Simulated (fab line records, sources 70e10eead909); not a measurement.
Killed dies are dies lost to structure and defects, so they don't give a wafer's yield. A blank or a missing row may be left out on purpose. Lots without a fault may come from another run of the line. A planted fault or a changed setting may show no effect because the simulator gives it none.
A struck lot beside a sound one | flow nand_harc | 14 steps out of a route of 1302
Sound: wafers L419.2, L419.5, L419.6. Struck: wafers L427.3, L427.5, L427.6. The cause comes at the end.
At each step with rows: each side's tool, then ch and its chambers, then its first start. Under that, the readings that differ: sound wafers | struck wafers | difference of the means | sigmas: that difference in standard deviations of wafers without a fault.
alike: readings whose means differ by less than 2 such deviations, and words and numbers that are the same on both sides. not compared: withheld readings, readings that some wafer has no value for, bounds like >300 that may hide the same value, and numbers for which the record gives no deviation and whose values overlap.
The two part at a step that has a row with sigmas, a row that says differs or no value, or rows on one side only. Numbers that don't overlap but have no deviation are shown without sigmas and don't part them. A reading that every wafer of one side lacks parts them only if that side has two wafers or more.

NHARC_P_ZERO_WELL_CD_MEAS_24: target cd 720 nm.
  sound on cd_sem-03 ch 0, day 2 08:37; struck on cd_sem-01 ch 0, day 5 16:28
  alike: cd_nm
then, 1 step without rows for these wafers: NHARC_P_ZERO_WELL_HARDBAKE_25 (time 80 s).
NHARC_P_ZERO_WELL_DESCUM_26: chemistry O2, time 3 s.
  sound on rie_diel-06 ch 2,3, day 2 08:49; struck on rie_diel-10 ch 2,3, day 5 16:38
  alike: drypump_motor_current_A, oes_product_au, rf_vpp_V, showerhead_plenum_p_Torr, throttle_valve_pct
  not compared: rf_hours_counter_h
then, 9 steps without rows for these wafers: NHARC_P_ZERO_WELL_IMPLANT_27; NHARC_P_ZERO_WELL_IMPLANT_57; NHARC_P_ZERO_WELL_IMPLANT_58; NHARC_P_ZERO_WELL_STRIP_28 (strips in SPM, time 840 s); NHARC_P_ZERO_WELL_DEHYDRATE_29 (time 120 s); NHARC_P_ZERO_WELL_HMDS_30 (time 30 s); NHARC_P_ZERO_WELL_COAT_31; NHARC_P_ZERO_WELL_SOFTBAKE_32 (time 95 s); NHARC_P_ZERO_WELL_EBR_33.
NHARC_P_ZERO_WELL_EXPOSE_34: exposes mask P PWELL, target cd 720 nm.
  sound on krf_scanner-02 ch 0, day 2 10:01; struck on krf_scanner-01 ch 0, day 5 17:50
  reading              | sound                | struck               | difference | sigmas
  exposure_dose_mJ_cm2 | 22.266 22.317 22.274 | 22.554 22.550 22.553 | +0.267     | +13
  alike: mask
then, 1 step without rows for these wafers: NHARC_P_ZERO_WELL_PEB_35 (peb time 85 s).

WHERE THEY PART
Only at NHARC_P_ZERO_WELL_EXPOSE_34, within this record.

WHY: what the simulator had put in
Process parameter drift: krf_scanner-01, from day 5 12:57 on, at NHARC_P_ZERO_WELL_EXPOSE_34. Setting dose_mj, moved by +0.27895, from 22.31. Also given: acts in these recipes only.
